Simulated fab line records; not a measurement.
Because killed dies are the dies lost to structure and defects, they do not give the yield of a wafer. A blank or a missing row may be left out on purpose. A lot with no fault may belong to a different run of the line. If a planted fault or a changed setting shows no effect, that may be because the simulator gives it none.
fab line records    flow n5_finfet    part 2 of 2: steps 5 to 6 of 6
[record] lots = 23  wafers = 69  last_day = 18
route steps=1938 shown BEOL_M10@1506 BEOL_M11@1572
lots untouched by any fault: they come from a run of this same line in which no faults occurred
start_h: start of the lot's first displayed wafer, in hours after the record's first day    wait_h: hours elapsed since this lot's preceding step    " unchanged from the row above    L1.1+2: one row covering several wafers at once    - value missing, or start not given    * or withheld: withheld    < > ~ a bound
route shown NAME@n: names a module that has steps shown in the file, with the first one's number in the route    usual: the fault-free wafers' mean and standard deviation    same: alike in all rows    chamber/n: place in a boat    sites: per-site readings    _std_site: how widely they spread, as a standard deviation    _edge_site: outer sites' mean less inner sites'    radius_mm: how far each site lies from the wafer's centre    mask NAME#n: copy n    behind: the last tool/chamber to shape the wafer    hold: cause of the lot's hold/its duration in hours/its outcome    device: names the non-switching transistor (n, p or np)    end of line: the same wafers' tests at the end of the route    where a step has no rows: the recipe by itself    killed: the dies lost at the first sort to structure and to defects; this is not the yield of the wafer    map: dies across one wafer; x = killed, . = not, _ = none there
set.NAME: the setting the step ran with; set.NAME@STEP: the setting that earlier step ran with    model.NAME: the simulator's own value behind a step, which no gauge read
one table for each step of the route and one row for each wafer, over a sample of lots
services: from which hour (start_h, from the record's first day; less than 0 if before it) a tool's chamber was out of use, for how many hours, and why
[[steps]]
[step N5_BEOL_M11_ETCH_65]
[recipe] chemistry = CF4  target = SiARC  target_depth_a = 390  mask_material = CAR-ArF  time_s = 65  ion_energy_ev = 80  pressure_mtorr = 40  source_w = 545  bias_w = 36  Ar_flow_sccm = 100  cf4_flow_sccm = 100  ends = cleared
[usual] drypump_motor_current_A = 5.8/0.52  etch_rf_on_time_s = 65.3/1.5  oes_product_au = 0.67/0.064  rf_vpp_V = 184.4/1.1  showerhead_plenum_p_Torr = 2.16/0.064  throttle_valve_pct = 15.6/0.3
lot.wafer  tool         chamber  start_h  wait_h  drypump_motor_current_A  etch_rf_on_time_s  oes_product_au  rf_hours_counter_h  rf_vpp_V  showerhead_plenum_p_Torr  throttle_valve_pct
L074.1     rie_diel-04  3        223.70   0.0     5.7                      61.0               0.85            8                   183.1     2.18                      15.0
L074.3     "            0        "        "       5.6                      66.8               0.60            196                 184.8     2.13                      15.9
L074.6     "            3        "        "       5.7                      61.3               0.86            -                   186.1     2.18                      15.0
L075.1     rie_diel-02  2        232.24   0.0     6.6                      64.8               0.74            38                  184.9     2.19                      15.1
L075.4     "            0        "        "       5.1                      65.7               0.59            216                 184.6     2.11                      15.9
L075.5     "            0        "        "       5.1                      66.3               0.59            -                   182.8     2.11                      15.9
L076.2     rie_diel-03  2        247.71   0.0     5.1                      66.4               0.66            122                 183.4     2.15                      15.7
L076.3     "            1        "        "       6.0                      66.2               0.62            189                 182.7     2.04                      15.8
L076.6     "            1        "        "       6.0                      65.4               0.62            -                   184.4     2.04                      15.8
L077.1     rie_diel-03  0        252.86   0.0     5.9                      66.7               0.63            183                 183.8     2.13                      15.7
L077.2     "            1        "        "       6.0                      66.1               0.62            191                 182.5     2.04                      15.8
L077.4     "            3        "        "       5.6                      64.2               0.73            56                  187.1     2.26                      15.3
L080.2     rie_diel-02  3        261.21   0.0     6.6                      64.8               0.74            53                  186.7     2.25                      15.5
L080.3     "            0        "        "       5.1                      66.2               0.58            225                 184.1     2.11                      16.0
L080.4     "            1        "        "       5.4                      64.4               0.70            88                  185.9     2.16                      15.3
L078.1     rie_diel-03  1        265.01   0.0     6.0                      65.6               0.62            195                 183.5     2.04                      15.8
L078.2     "            3        "        "       5.6                      64.5               0.73            59                  186.9     2.26                      15.4
L078.6     "            1        "        "       6.0                      65.5               0.63            -                   183.6     2.04                      15.8
L079.1     rie_diel-04  3        265.77   0.0     5.8                      61.7               0.83            20                  185.3     2.18                      15.0
L079.3     "            0        "        "       5.6                      66.1               0.60            209                 183.6     2.12                      16.0
L079.5     "            0        "        "       5.6                      66.2               0.60            -                   185.1     2.12                      16.0
L081.1     rie_diel-02  0        275.60   0.0     5.1                      64.9               0.58            229                 183.5     2.11                      16.0
L081.3     "            3        "        "       6.6                      63.7               0.76            58                  184.5     2.25                      15.5
L081.6     "            0        "        "       5.1                      64.9               0.58            -                   182.4     2.11                      16.0
L083.3     rie_diel-02  0        278.08   0.0     5.1                      65.3               0.58            230                 183.2     2.11                      16.0
L083.4     "            3        "        "       6.6                      64.1               0.75            58                  186.3     2.25                      15.5
L083.5     "            2        "        "       6.6                      64.9               0.72            -                   185.0     2.18                      15.1
L082.2     rie_diel-03  2        282.80   0.0     5.0                      66.3               0.66            132                 184.2     2.14                      15.8
L082.3     "            0        "        "       5.9                      66.5               0.62            191                 183.9     2.13                      15.7
L082.6     "            2        "        "       5.0                      66.7               0.66            -                   185.3     2.14                      15.8
L084.1     rie_diel-02  1        290.63   0.0     5.4                      62.8               0.70            98                  184.3     2.15                      15.3
L084.2     "            2        "        "       6.6                      64.0               0.72            57                  185.4     2.18                      15.1
L084.5     "            0        "        "       5.1                      65.2               0.58            -                   183.3     2.10                      16.0
L085.2     rie_diel-04  1        291.11   0.0     6.3                      66.1               0.60            223                 184.6     2.20                      15.4
L085.5     "            0        "        "       5.6                      66.3               0.60            -                   184.2     2.12                      16.0
L085.6     "            1        "        "       6.3                      65.9               0.61            -                   185.2     2.20                      15.5
L086.1     rie_diel-03  1        303.86   0.0     6.0                      66.5               0.61            207                 183.5     2.04                      15.9
L086.2     "            3        "        "       5.6                      65.0               0.71            70                  185.5     2.26                      15.4
L086.5     "            2        "        "       5.0                      68.2               0.64            -                   184.6     2.14                      15.8
L087.2     rie_diel-02  1        308.97   0.0     5.4                      64.2               0.69            104                 184.7     2.15                      15.3
L087.4     "            3        "        "       6.6                      63.9               0.73            -                   185.9     2.25                      15.5
L087.6     "            2        "        "       6.6                      65.3               0.70            -                   185.6     2.18                      15.2
L089.2     rie_diel-03  0        310.80   0.0     5.9                      67.4               0.60            201                 184.4     2.13                      15.7
L089.4     "            3        "        "       5.6                      65.6               0.72            73                  186.5     2.26                      15.4
L089.6     "            0        "        "       5.9                      67.3               0.61            -                   183.0     2.13                      15.7
L091.4     rie_diel-03  1        318.08   0.0     6.0                      66.9               0.60            212                 181.7     2.03                      15.9
L091.5     "            2        "        "       5.0                      67.9               0.64            -                   184.6     2.14                      15.8
L091.6     "            3        "        "       5.6                      64.6               0.71            -                   185.6     2.26                      15.4
L088.1     rie_diel-03  2        318.54   0.0     5.0                      68.1               0.64            145                 184.3     2.14                      15.8
L088.5     "            3        "        "       5.6                      65.0               0.71            -                   185.3     2.26                      15.4
L088.6     "            2        "        "       5.0                      68.5               0.64            -                   183.2     2.14                      15.8
L090.1     rie_diel-02  2        327.68   0.0     6.6                      65.2               0.70            72                  184.1     2.17                      15.2
L090.2     "            1        "        "       5.4                      63.7               0.68            113                 183.9     2.15                      15.3
L090.6     "            2        "        "       6.6                      65.7               0.70            -                   184.6     2.17                      15.2
L092.1     rie_diel-02  3        334.80   0.0     6.5                      64.3               0.72            81                  184.1     2.25                      15.5
L092.2     "            1        "        "       5.4                      63.7               0.68            116                 184.6     2.15                      15.3
L092.4     "            2        "        "       6.6                      65.3               0.70            -                   185.1     2.17                      15.2
L093.1     rie_diel-03  3        351.18   0.0     5.6                      63.9               0.70            86                  184.9     2.25                      15.4
L093.3     "            2        "        "       5.0                      66.6               0.64            154                 184.1     2.14                      15.8
L093.4     "            1        "        "       6.0                      66.0               0.60            223                 183.1     2.03                      15.9
L095.2     rie_diel-03  1        359.57   0.0     6.0                      66.3               0.60            225                 182.6     2.03                      15.9
L095.4     "            3        "        "       5.6                      65.1               0.70            89                  185.0     2.25                      15.4
L095.5     "            0        "        "       5.9                      67.3               0.60            -                   183.1     2.12                      15.8
L096.1     rie_diel-02  1        376.22   0.0     5.4                      64.4               0.67            128                 183.9     2.14                      15.4
L096.4     "            0        "        "       5.1                      65.7               0.79            9                   183.1     2.10                      15.5
L096.5     "            2        "        "       6.6                      65.4               0.69            -                   184.3     2.17                      15.2
L094.1     rie_diel-02  1        379.02   0.0     5.4                      64.1               0.66            130                 185.2     2.14                      15.4
L094.3     "            0        "        "       5.1                      64.8               0.80            10                  183.2     2.10                      15.5
L094.6     "            1        "        "       5.4                      64.5               0.66            -                   185.2     2.14                      15.3
[step N5_BEOL_M11_SPUTTER_48]
[recipe] material = Cu  target_thk_a = 120  temp_c = -20  bias_v = 60  power_w = 26000  chamber_pressure_pa = 0.13  time_s = 2
[usual] substrate_temp_c = -20.02/0.11  throttle_valve_pct = 29.9/1.4
[same] time_s = 2
lot.wafer  tool            chamber  start_h  wait_h  substrate_temp_c  throttle_valve_pct
L074.1     pvd_sputter-01  -        225.68   0.1     -20.09            29.5
L074.3     "               -        "        "       -19.97            29.2
L074.6     "               -        "        "       -20.08            29.3
L075.1     pvd_sputter-03  -        234.08   0.1     -19.97            28.5
L075.4     "               -        "        "       -20.03            31.1
L075.5     "               -        "        "       -19.69            27.7
L076.2     pvd_sputter-02  -        249.95   0.2     -20.11            28.6
L076.3     "               -        "        "       -20.20            32.4
L076.6     "               -        "        "       -20.16            32.7
L077.1     pvd_sputter-01  -        254.72   0.1     -20.03            29.4
L077.2     "               -        "        "       -20.14            29.8
L077.4     "               -        "        "       -20.15            30.4
L080.2     pvd_sputter-03  -        263.15   0.1     -20.10            30.9
L080.3     "               -        "        "       -19.92            31.5
L080.4     "               -        "        "       -19.91            28.6
L078.1     pvd_sputter-02  -        266.83   0.1     -19.88            31.0
L078.2     "               -        "        "       -20.01            32.8
L078.6     "               -        "        "       -20.02            32.8
L079.1     pvd_sputter-03  -        268.05   0.1     -19.96            30.9
L079.3     "               -        "        "       -20.04            31.6
L079.5     "               -        "        "       -19.93            31.2
L081.1     pvd_sputter-01  -        277.57   0.2     -20.07            29.4
L081.3     "               -        "        "       -19.79            29.3
L081.6     "               -        "        "       -19.91            30.6
L083.3     pvd_sputter-02  -        280.35   0.1     -20.24            29.3
L083.4     "               -        "        "       -20.08            28.4
L083.5     "               -        "        "       -19.93            29.1
L082.2     pvd_sputter-03  -        284.85   0.1     -20.02            27.8
L082.3     "               -        "        "       -19.89            31.6
L082.6     "               -        "        "       -20.08            28.0
L084.1     pvd_sputter-01  -        292.42   0.1     -19.89            30.4
L084.2     "               -        "        "       -19.87            29.9
L084.5     "               -        "        "       -19.94            29.8
L085.2     pvd_sputter-01  -        294.34   0.1     -20.13            30.0
L085.5     "               -        "        "       -19.99            29.3
L085.6     "               -        "        "       -19.99            29.8
L086.1     pvd_sputter-03  -        305.79   0.1     -20.10            31.7
L086.2     "               -        "        "       -20.07            31.2
L086.5     "               -        "        "       -19.82            28.8
L087.2     pvd_sputter-02  -        311.04   0.1     -20.00            29.0
L087.4     "               -        "        "       -19.94            28.5
L087.6     "               -        "        "       -19.99            30.8
L089.2     pvd_sputter-02  -        314.44   0.1     -20.17            29.1
L089.4     "               -        "        "       -19.94            30.8
L089.6     "               -        "        "       -19.89            30.6
L091.4     pvd_sputter-03  -        320.91   0.0     -20.16            31.0
L091.5     "               -        "        "       -20.06            31.6
L091.6     "               -        "        "       -20.22            30.9
L088.1     pvd_sputter-03  -        320.99   0.1     -20.01            30.9
L088.5     "               -        "        "       -19.93            28.6
L088.6     "               -        "        "       -19.96            27.8
L090.1     pvd_sputter-01  -        329.37   0.1     -20.11            30.2
L090.2     "               -        "        "       -19.90            29.3
L090.6     "               -        "        "       -20.26            29.8
L092.1     pvd_sputter-01  -        336.83   0.2     -20.07            29.7
L092.2     "               -        "        "       -19.97            29.8
L092.4     "               -        "        "       -20.06            29.2
L093.1     pvd_sputter-03  -        353.05   0.1     -19.83            31.8
L093.3     "               -        "        "       -20.12            30.8
L093.4     "               -        "        "       -19.93            28.7
L095.2     pvd_sputter-03  -        361.91   0.1     -19.96            28.5
L095.4     "               -        "        "       -19.87            31.8
L095.5     "               -        "        "       -20.22            31.4
L096.1     pvd_sputter-02  -        379.18   0.1     -19.87            28.5
L096.4     "               -        "        "       -20.02            32.8
L096.5     "               -        "        "       -19.95            31.0
L094.1     pvd_sputter-02  -        382.75   0.1     -20.25            28.5
L094.3     "               -        "        "       -20.04            29.1
L094.6     "               -        "        "       -19.85            28.9
[[services]]
tool            chamber  start_h  hours  kind
ald_metal-01    -        197.32   8.7    pm
pecvd-01        2        207.56   17.3   repair
pecvd-03        -        212.33   5.2    repair
rie_diel-05     1        221.26   6.6    repair
rie_diel-03     0        236.50   2.5    repair
ald_metal-02    0        245.17   3.3    repair
rie_diel-01     2        252.91   7.8    repair
rie_diel-02     1        266.25   1.6    repair
pecvd-03        -        266.75   2.8    pm
ald_metal-02    2        274.89   21.6   repair
ald_metal-03    2        289.84   4.0    repair
pecvd-01        -        294.03   5.5    pm
pvd_sputter-01  -        297.03   20.4   repair
rie_diel-02     0        307.62   3.9    repair
rie_diel-06     3        309.61   11.3   repair
ald_metal-01    3        313.72   23.9   repair
ald_metal-03    -        328.31   14.6   pm
rie_diel-01     3        331.39   3.3    repair
pvd_sputter-02  -        335.00   4.1    repair
pecvd-03        -        338.04   0.8    repair
pecvd-01        -        343.79   2.8    pm
rie_diel-03     3        356.86   1.3    repair
rie_diel-06     2        357.44   6.5    repair
rie_diel-05     3        367.90   10.7   repair
